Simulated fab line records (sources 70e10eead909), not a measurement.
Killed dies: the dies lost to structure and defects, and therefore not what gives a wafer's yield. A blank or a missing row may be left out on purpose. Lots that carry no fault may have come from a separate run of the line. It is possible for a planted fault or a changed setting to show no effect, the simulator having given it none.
Which tool did it? :: flow nand harc :: 33 wafers from 11 lots sampled at 6 of the route's 1302 steps

WHAT EACH GAUGE READ, for each wafer
NHARC_A_CHANNEL_HOLE_D2_INSPECT_40.
lot: L948
measured: day 14 08:11
on: defect inspect-01
raw defect count: 276 345 339

lot: L950
measured: day 15 01:25
on: defect inspect-02
raw defect count: 321 296 314

lot: L951
measured: day 15 09:43
on: defect inspect-02
raw defect count: 372 275 231

lot: L955
measured: day 17 00:25
on: defect inspect-02
raw defect count: 263 355 497

lot: L959
measured: day 18 18:29
on: defect inspect-02
raw defect count: 1194 1190 1050

lot: L961
measured: day 19 17:43
on: defect inspect-01
raw defect count: 1127 1181 1110

lot: L964
measured: day 21 13:59
on: defect inspect-01
raw defect count: 240 194 246

lot: L966
measured: day 22 02:19
on: defect inspect-01
raw defect count: 296 242 328

lot: L967
measured: day 22 12:14
on: defect inspect-01
raw defect count: 327 189 180

lot: L968
measured: day 22 22:29
on: defect inspect-01
raw defect count: 282 263 292

lot: L969
measured: day 23 15:38
on: defect inspect-01
raw defect count: 243 282 201

NHARC_END_SORT_01.
lot: L959
measured: day 31 04:09
on: prober-01
killed at array: 133 89 143
killed at other: 1 0 0
killed at periphery: 3 6 3
killed dies: 137 95 146
killed open: 5 2 4
killed short: 3 0 3

lot: L961
measured: day 31 02:40
on: prober-02
killed at array: 70 152 146
killed at other: 0 0 2
killed at periphery: 4 3 0
killed dies: 74 155 148
killed open: 4 5 5
killed short: 2 5 2

lot: L964
measured: day 33 05:41
on: prober-01
killed at array: 56 43 32
killed at other: 0 0 0
killed at periphery: 7 8 8
killed dies: 63 51 40
killed open: 3 1 3
killed short: 1 1 1

lot: L967
measured: day 34 05:34
on: prober-01
killed at array: 50 44 54
killed at other: 1 0 0
killed at periphery: 2 1 0
killed dies: 53 45 54
killed open: 5 2 1
killed short: 2 4 3

WHAT TOOL EACH LOT RAN ON (gives the tool, then ch and the chambers of the sampled wafers, and finally the start)
lot: L948
NHARC_A_CHANNEL_HOLE_D2_ETCH_16: rie diel-10 ch 0,1,3, day 14 02:36 or earlier
NHARC_A_CHANNEL_HOLE_D2_ETCH_20: har etch-01 ch 0,1, day 14 02:36
NHARC_A_CHANNEL_HOLE_D2_ETCH_22: har etch-01 ch 0,1, day 14 03:21
NHARC_A_CHANNEL_FILL_D2_ALD_16: ald hk-01 ch 1,2,3, day 14 20:59

lot: L950
NHARC_A_CHANNEL_HOLE_D2_ETCH_16: rie diel-12 ch 0,2,3, day 14 15:44 or earlier
NHARC_A_CHANNEL_HOLE_D2_ETCH_20: har etch-02 ch 0, day 14 15:44
NHARC_A_CHANNEL_HOLE_D2_ETCH_22: har etch-02 ch 0, day 14 17:13
NHARC_A_CHANNEL_FILL_D2_ALD_16: ald hk-01 ch 0,1,3, day 15 13:59

lot: L951
NHARC_A_CHANNEL_HOLE_D2_ETCH_16: rie diel-03 ch 0,2,3, day 15 04:07 or earlier
NHARC_A_CHANNEL_HOLE_D2_ETCH_20: har etch-02 ch 0,1, day 15 04:07
NHARC_A_CHANNEL_HOLE_D2_ETCH_22: har etch-02 ch 0,1, day 15 04:53
NHARC_A_CHANNEL_FILL_D2_ALD_16: ald hk-03 ch 0,1,3, day 16 00:23

lot: L955
NHARC_A_CHANNEL_HOLE_D2_ETCH_16: rie diel-03 ch 0,3, day 16 18:52 or earlier
NHARC_A_CHANNEL_HOLE_D2_ETCH_20: har etch-01 ch 0,1, day 16 18:52
NHARC_A_CHANNEL_HOLE_D2_ETCH_22: har etch-01 ch 0,1, day 16 19:40
NHARC_A_CHANNEL_FILL_D2_ALD_16: ald hk-01 ch 1,2,3, day 17 12:51

lot: L959
NHARC_A_CHANNEL_HOLE_D2_ETCH_16: rie diel-12 ch 1,3, day 18 13:01 or earlier
NHARC_A_CHANNEL_HOLE_D2_ETCH_20: har etch-01 ch 0,1, day 18 13:01
NHARC_A_CHANNEL_HOLE_D2_ETCH_22: har etch-01 ch 0,1, day 18 13:50
NHARC_A_CHANNEL_FILL_D2_ALD_16: ald hk-02 ch 0,2, day 19 06:52

lot: L961
NHARC_A_CHANNEL_HOLE_D2_ETCH_16: rie diel-03 ch 0,2, day 19 12:07 or earlier
NHARC_A_CHANNEL_HOLE_D2_ETCH_20: har etch-01 ch 0,1, day 19 12:07
NHARC_A_CHANNEL_HOLE_D2_ETCH_22: har etch-01 ch 0,1, day 19 12:52
NHARC_A_CHANNEL_FILL_D2_ALD_16: ald hk-03 ch 0,1, day 20 06:46

lot: L964
NHARC_A_CHANNEL_HOLE_D2_ETCH_16: rie diel-03 ch 0,1, day 21 08:31 or earlier
NHARC_A_CHANNEL_HOLE_D2_ETCH_20: har etch-02 ch 0,1, day 21 08:31
NHARC_A_CHANNEL_HOLE_D2_ETCH_22: har etch-02 ch 0,1, day 21 09:21
NHARC_A_CHANNEL_FILL_D2_ALD_16: ald hk-01 ch 2,3, day 22 03:13

lot: L966
NHARC_A_CHANNEL_HOLE_D2_ETCH_16: rie diel-12 ch 0,1,2, day 21 20:44 or earlier
NHARC_A_CHANNEL_HOLE_D2_ETCH_20: har etch-02 ch 0,1, day 21 20:44
NHARC_A_CHANNEL_HOLE_D2_ETCH_22: har etch-02 ch 0,1, day 21 21:29
NHARC_A_CHANNEL_FILL_D2_ALD_16: ald hk-03 ch 1,2,3, day 22 17:30

lot: L967
NHARC_A_CHANNEL_HOLE_D2_ETCH_16: rie diel-10 ch 1,2, day 22 06:42 or earlier
NHARC_A_CHANNEL_HOLE_D2_ETCH_20: har etch-02 ch 0,1, day 22 06:42
NHARC_A_CHANNEL_HOLE_D2_ETCH_22: har etch-02 ch 0,1, day 22 07:30
NHARC_A_CHANNEL_FILL_D2_ALD_16: ald hk-03 ch 1,2,3, day 23 02:25

lot: L968
NHARC_A_CHANNEL_HOLE_D2_ETCH_16: rie diel-10 ch 0,1,2, day 22 16:56 or earlier
NHARC_A_CHANNEL_HOLE_D2_ETCH_20: har etch-02 ch 0,1, day 22 16:56
NHARC_A_CHANNEL_HOLE_D2_ETCH_22: har etch-02 ch 0,1, day 22 17:44
NHARC_A_CHANNEL_FILL_D2_ALD_16: ald hk-01 ch 1,3, day 23 10:53

lot: L969
NHARC_A_CHANNEL_HOLE_D2_ETCH_16: rie diel-10 ch 0,2,3, day 23 10:04 or earlier
NHARC_A_CHANNEL_HOLE_D2_ETCH_20: har etch-01 ch 0,1, day 23 10:04
NHARC_A_CHANNEL_HOLE_D2_ETCH_22: har etch-01 ch 0,1, day 23 10:49
NHARC_A_CHANNEL_FILL_D2_ALD_16: ald hk-01 ch 0,1, day 24 04:03
- NHARC_A_CHANNEL_HOLE_D2_ETCH_16: etches the open film in O2/COS, target depth 3100 nm, time 806 s.
- NHARC_A_CHANNEL_HOLE_D2_ETCH_20: etches the open film in C4F8/O2/Ar, time 361.9 s, target depth 1600 nm.
- NHARC_A_CHANNEL_HOLE_D2_ETCH_22: etches the open film in C4F8/O2/Ar, time 666.7 s, target depth 1600 nm.
- NHARC_A_CHANNEL_FILL_D2_ALD_16: deposits SiO2, target thk 1.5 nm, pulse time 10 s, ald cycles 15.

WHAT THE TOOLS THEMSELVES READ (means of the sampled wafers that have a number; where no wafer has one, the mark that the record gives instead)
NHARC_A_CHANNEL_HOLE_D2_ETCH_16.
lot: L948
tool: rie diel-10
drypump motor current A (A): 5.9
oes product au (a.u.): 1.002
rf vpp V (V): 315.2
showerhead plenum p Torr (Torr): 3.21
throttle valve pct (%): 28.328

lot: L950
tool: rie diel-12
drypump motor current A (A): 5.6
oes product au (a.u.): 1.006
rf vpp V (V): 312.9
showerhead plenum p Torr (Torr): 3.04
throttle valve pct (%): 28.331

lot: L951
tool: rie diel-03
drypump motor current A (A): 6.1
oes product au (a.u.): 1.004
rf vpp V (V): 315.4
showerhead plenum p Torr (Torr): 3.20
throttle valve pct (%): 28.335

lot: L955
tool: rie diel-03
drypump motor current A (A): 5.7
oes product au (a.u.): 1.001
rf vpp V (V): 316.1
showerhead plenum p Torr (Torr): 3.24
throttle valve pct (%): 28.331

lot: L959
tool: rie diel-12
drypump motor current A (A): 5.8
oes product au (a.u.): 1.000
rf vpp V (V): 313.4
showerhead plenum p Torr (Torr): 3.07
throttle valve pct (%): 28.332

lot: L961
tool: rie diel-03
drypump motor current A (A): 5.7
oes product au (a.u.): 1.003
rf vpp V (V): 315.7
showerhead plenum p Torr (Torr): 3.18
throttle valve pct (%): 28.336

lot: L964
tool: rie diel-03
drypump motor current A (A): 5.5
oes product au (a.u.): 1.000
rf vpp V (V): 313.7
showerhead plenum p Torr (Torr): 3.08
throttle valve pct (%): 28.319

lot: L966
tool: rie diel-12
drypump motor current A (A): 5.2
oes product au (a.u.): 1.000
rf vpp V (V): 314.4
showerhead plenum p Torr (Torr): 3.12
throttle valve pct (%): 28.332

lot: L967
tool: rie diel-10
drypump motor current A (A): 5.5
oes product au (a.u.): 0.989
rf vpp V (V): 314.3
showerhead plenum p Torr (Torr): 3.12
throttle valve pct (%): 28.332

lot: L968
tool: rie diel-10
drypump motor current A (A): 5.4
oes product au (a.u.): 0.997
rf vpp V (V): 314.0
showerhead plenum p Torr (Torr): 3.10
throttle valve pct (%): 28.331

lot: L969
tool: rie diel-10
drypump motor current A (A): 5.6
oes product au (a.u.): 1.001
rf vpp V (V): 314.4
showerhead plenum p Torr (Torr): 3.13
throttle valve pct (%): 28.331

NHARC_A_CHANNEL_HOLE_D2_ETCH_20.
lot: L948
tool: har etch-01
drypump motor current A (A): 5.5
showerhead plenum p Torr (Torr): 3.63
throttle valve pct (%): 32.158

lot: L950
tool: har etch-02
drypump motor current A (A): 4.8
showerhead plenum p Torr (Torr): 3.59
throttle valve pct (%): 32.151

lot: L951
tool: har etch-02
drypump motor current A (A): 5.9
showerhead plenum p Torr (Torr): 3.60
throttle valve pct (%): 32.155

lot: L955
tool: har etch-01
drypump motor current A (A): 5.8
showerhead plenum p Torr (Torr): 3.56
throttle valve pct (%): 32.150

lot: L959
tool: har etch-01
drypump motor current A (A): 5.8
showerhead plenum p Torr (Torr): 3.55
throttle valve pct (%): 32.150

lot: L961
tool: har etch-01
drypump motor current A (A): 5.8
showerhead plenum p Torr (Torr): 3.54
throttle valve pct (%): 32.161

lot: L964
tool: har etch-02
drypump motor current A (A): 5.4
showerhead plenum p Torr (Torr): 3.90
throttle valve pct (%): 32.162

lot: L966
tool: har etch-02
drypump motor current A (A): 5.4
showerhead plenum p Torr (Torr): 3.90
throttle valve pct (%): 32.159

lot: L967
tool: har etch-02
drypump motor current A (A): 5.9
showerhead plenum p Torr (Torr): 3.90
throttle valve pct (%): 32.157

lot: L968
tool: har etch-02
drypump motor current A (A): 5.9
showerhead plenum p Torr (Torr): 3.89
throttle valve pct (%): 32.150

lot: L969
tool: har etch-01
drypump motor current A (A): 5.8
showerhead plenum p Torr (Torr): 3.51
throttle valve pct (%): 32.153

NHARC_A_CHANNEL_HOLE_D2_ETCH_22.
lot: L948
tool: har etch-01
drypump motor current A (A): 5.5
showerhead plenum p Torr (Torr): 3.63
throttle valve pct (%): 32.158

lot: L950
tool: har etch-02
drypump motor current A (A): 4.8
showerhead plenum p Torr (Torr): 3.59
throttle valve pct (%): 32.154

lot: L951
tool: har etch-02
drypump motor current A (A): 5.9
showerhead plenum p Torr (Torr): 3.60
throttle valve pct (%): 32.158

lot: L955
tool: har etch-01
drypump motor current A (A): 5.8
showerhead plenum p Torr (Torr): 3.56
throttle valve pct (%): 32.155

lot: L959
tool: har etch-01
drypump motor current A (A): 5.8
showerhead plenum p Torr (Torr): 3.54
throttle valve pct (%): 32.153

lot: L961
tool: har etch-01
drypump motor current A (A): 5.8
showerhead plenum p Torr (Torr): 3.54
throttle valve pct (%): 32.153

lot: L964
tool: har etch-02
drypump motor current A (A): 5.4
showerhead plenum p Torr (Torr): 3.90
throttle valve pct (%): 32.157

lot: L966
tool: har etch-02
drypump motor current A (A): 5.4
showerhead plenum p Torr (Torr): 3.90
throttle valve pct (%): 32.159

lot: L967
tool: har etch-02
drypump motor current A (A): 5.9
showerhead plenum p Torr (Torr): 3.90
throttle valve pct (%): 32.159

lot: L968
tool: har etch-02
drypump motor current A (A): 5.9
showerhead plenum p Torr (Torr): 3.89
throttle valve pct (%): 32.147

lot: L969
tool: har etch-01
drypump motor current A (A): 5.8
showerhead plenum p Torr (Torr): 3.51
throttle valve pct (%): 32.151

NHARC_A_CHANNEL_FILL_D2_ALD_16.
lot: L948
tool: ald hk-01
heater power w (W): 438
precursor pulse height rel: 1.007

lot: L950
tool: ald hk-01
heater power w (W): 483
precursor pulse height rel: 0.972

lot: L951
tool: ald hk-03
heater power w (W): 471
precursor pulse height rel: 0.997

lot: L955
tool: ald hk-01
heater power w (W): 441
precursor pulse height rel: 0.998

lot: L959
tool: ald hk-02
heater power w (W): 461
precursor pulse height rel: 1.010

lot: L961
tool: ald hk-03
heater power w (W): 497
precursor pulse height rel: 1.002

lot: L964
tool: ald hk-01
heater power w (W): 444
precursor pulse height rel: 0.990

lot: L966
tool: ald hk-03
heater power w (W): 493
precursor pulse height rel: 0.994

lot: L967
tool: ald hk-03
heater power w (W): 493
precursor pulse height rel: 1.000

lot: L968
tool: ald hk-01
heater power w (W): 474
precursor pulse height rel: 1.004

lot: L969
tool: ald hk-01
heater power w (W): 465
precursor pulse height rel: 1.003

THE ANSWER, worked out from the rows above alone
Rule: the lots themselves supply what counts as usual. Put in order of their means at a reading, lots are off if they are a third of the lots or fewer, leave a main group of 4 or more, and stand apart from it by a gap of 3 or more times the standard deviation of the main group's means; of several such gaps the widest counts. A main group whose means are all the same, to the digits that the tables above print for the reading, isn't used. A lot without any number at a reading at which 4 lots or more have one is off too. Where the step has rows for the other lots, those lots are counted as sound. The gauges are gone through in route order, then the tools' own readings, and for those a lot's mean is taken as printed above. The first step at which some lot is off is used, and at that step the reading that is off furthest; a lot without a number counts as furthest.
Off at NHARC_A_CHANNEL_HOLE_D2_INSPECT_40 (raw defect count): L959, L961. The main group: mean 285, standard deviation 44.
If a tool, at a process step before that reading, ran all the lots that are off and no sound lot after the first of them, it fits. Those tools and the gauges at NHARC_A_CHANNEL_HOLE_D2_INSPECT_40 are tried in the same way. NHARC_A_CHANNEL_HOLE_D2_ETCH_16: start missing for some lots; hours and lot order therefore follow NHARC_A_CHANNEL_HOLE_D2_ETCH_20. No candidate that was tried fits.

WHAT THE SIMULATOR HAD INSERTED
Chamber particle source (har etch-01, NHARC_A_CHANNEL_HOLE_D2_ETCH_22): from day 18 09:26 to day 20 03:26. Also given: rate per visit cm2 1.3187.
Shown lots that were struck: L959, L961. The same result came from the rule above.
